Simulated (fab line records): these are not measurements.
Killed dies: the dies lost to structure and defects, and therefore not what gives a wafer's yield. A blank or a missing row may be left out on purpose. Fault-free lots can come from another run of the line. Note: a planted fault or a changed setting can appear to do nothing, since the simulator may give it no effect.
Lot-split experiment    flow n5 finfet    7 lots, 39 wafers read, on a route of 1938 steps

== SPLIT DETAILS ==
At N5_HKMG_FIN_ETCH_35 (etches SOC in N2/H2, target depth 215.8 nm, time 243.4 s), the setting time s was moved away from the recipe's 243.4 s on 15 of the 39 wafers read, by -7.4% to +22.1%. This setting was run at the recipe's value on the other wafers.

The reading is taken at the split's own step.

== THE READING ==
etch.depth nm (the simulator's own value, which no gauge read), in nm, at N5_HKMG_FIN_ETCH_35 (etches SOC in N2/H2, target depth 215.8 nm, time 243.4 s). No usual value for it is given in the file. The 24 wafers here that ran the recipe average 219.8 nm, standard deviation 4.1 nm.

wafer   tool, chamber at the split  time s as run, s  against the recipe  etch.depth nm, nm  against lot-mates on the recipe
L078.1  rie diel-02, 0              243.4             recipe              222.9              -
L078.2  rie diel-02, 3              265.3             +9.0%               231.2              +12.5
L078.3  rie diel-02, 1              265.3             +9.0%               234.8              +16.1
L078.4  rie diel-02, 2              243.4             recipe              216.9              -
L078.5  rie diel-02, 2              243.4             recipe              216.4              -
L078.6  rie diel-02, 3              265.3             +9.0%               232.8              +14.1
L082.1  rie diel-02, 1              243.4             recipe              215.1              -
L082.2  rie diel-02, 0              243.4             recipe              221.1              -
L082.3  rie diel-02, 3              243.4             recipe              214                -
L082.4  rie diel-02, 2              243.4             recipe              221.8              -
L082.5  rie diel-02, 3              243.4             recipe              214.7              -
L082.6  rie diel-02, 0              243.4             recipe              222.1              -
L085.1  rie diel-01, 3              243.4             recipe              216.1              -
L085.2  rie diel-01, 2              272.3             +11.9%              239.9              +22.5
L085.3  rie diel-01, 0              272.3             +11.9%              237.4              +20.0
L085.4  rie diel-01, 1              243.4             recipe              217.4              -
L085.5  rie diel-01, 2              272.3             +11.9%              240.4              +23.0
L085.6  rie diel-01, 3              243.4             recipe              218.6              -
L093.1  rie diel-06, 0              243.4             recipe              226.9              -
L093.2  rie diel-06, 3              243.4             recipe              228.3              -
L093.3  rie diel-06, 1              225.5             -7.4%               210                -15.2
L093.4  rie diel-06, 2              225.5             -7.4%               202.5              -22.7
L093.5  rie diel-06, 2              243.4             recipe              220.5              -
L093.6  rie diel-06, 3              225.5             -7.4%               209.4              -15.8
L094.1  rie diel-02, 2              297.2             +22.1%              269.5              +49.4
L094.2  rie diel-02, 0              297.2             +22.1%              269.3              +49.2
L094.3  rie diel-02, 1              243.4             recipe              214.9              -
L094.4  rie diel-02, 3              243.4             recipe              223.6              -
L094.5  rie diel-02, 3              243.4             recipe              221.7              -
L094.6  rie diel-02, 0              297.2             +22.1%              270.2              +50.1
L095.1  rie diel-02, 1              243.4             recipe              217.5              -
L095.2  rie diel-02, 0              294.7             +21.1%              274.5              +52.2
L095.3  rie diel-02, 3              243.4             recipe              225.2              -
L095.4  rie diel-02, 2              243.4             recipe              224.3              -
L095.5  rie diel-02, 1              294.7             +21.1%              262.8              +40.5
L095.6  rie diel-02, 0              294.7             +21.1%              273.2              +50.9
L097.4  rie diel-02, 3              243.4             recipe              220.6              -
L097.5  rie diel-02, 0              243.4             recipe              221.1              -
L097.6  rie diel-02, 1              243.4             recipe              213.6              -

THE FIT
A straight line over all 39 wafers: etch.depth nm changes by +2.16 nm for each +1% of time s; r = +0.97; the points scatter about the line by 4.9 nm.
The same after taking each lot's own level away (the mean of its wafers on the recipe; 39 wafers): +2.2 nm for each +1%; r = +0.98; scatter 3.8 nm.
The reading moves by 49 nm for the largest change in time s, on that fit.
Measured against the standard deviation above, the lots' own levels, which go from 217.37 to 225.23 nm, span 1.9 times it.
So the lot-to-lot level changes the slope little: the two slopes agree.
Check: with one of the wafers moved furthest among these (+22.1%) left out of the fit, the line predicts +47.8 nm for it against its lot-mates. Against them it came out at +49.4 nm.

== OTHER SPLITS ON THESE WAFERS ==
Before the reading, these wafers also passed through other splits. Each is held against what the fit with the lots' levels taken away leaves over:
other split on the same wafers   wafers away from the commonest value  r with etch.depth nm (lot level and that fit taken away)
N5_DUMMY_GATE_EXPOSE_12 dose mj  18                                    -0.10

== THE WHOLE CHAIN: every reading that the file lists as answering this split, in the file's order ==
step                 what it does                                              reading                                                                          change (the file's fit)               r (the file's)
N5_HKMG_FIN_ETCH_35  etches SOC in N2/H2, target depth 215.8 nm, time 243.4 s  HKMG_FIN.feature depth nm (the simulator's own value, which no gauge read)       +2.17 nm for each +1% of the setting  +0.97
N5_HKMG_FIN_ETCH_35  etches SOC in N2/H2, target depth 215.8 nm, time 243.4 s  SOC_of_HKMG_FIN_COAT_29.thk nm (the simulator's own value, which no gauge read)  -2.18 nm for each +1% of the setting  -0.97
N5_HKMG_FIN_ETCH_35  etches SOC in N2/H2, target depth 215.8 nm, time 243.4 s  etch.depth nm (the simulator's own value, which no gauge read)                   +2.17 nm for each +1% of the setting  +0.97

== FILE'S OWN FIT ==
etch.depth nm changes by +2.17 nm for each +1% of time s, r = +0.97.
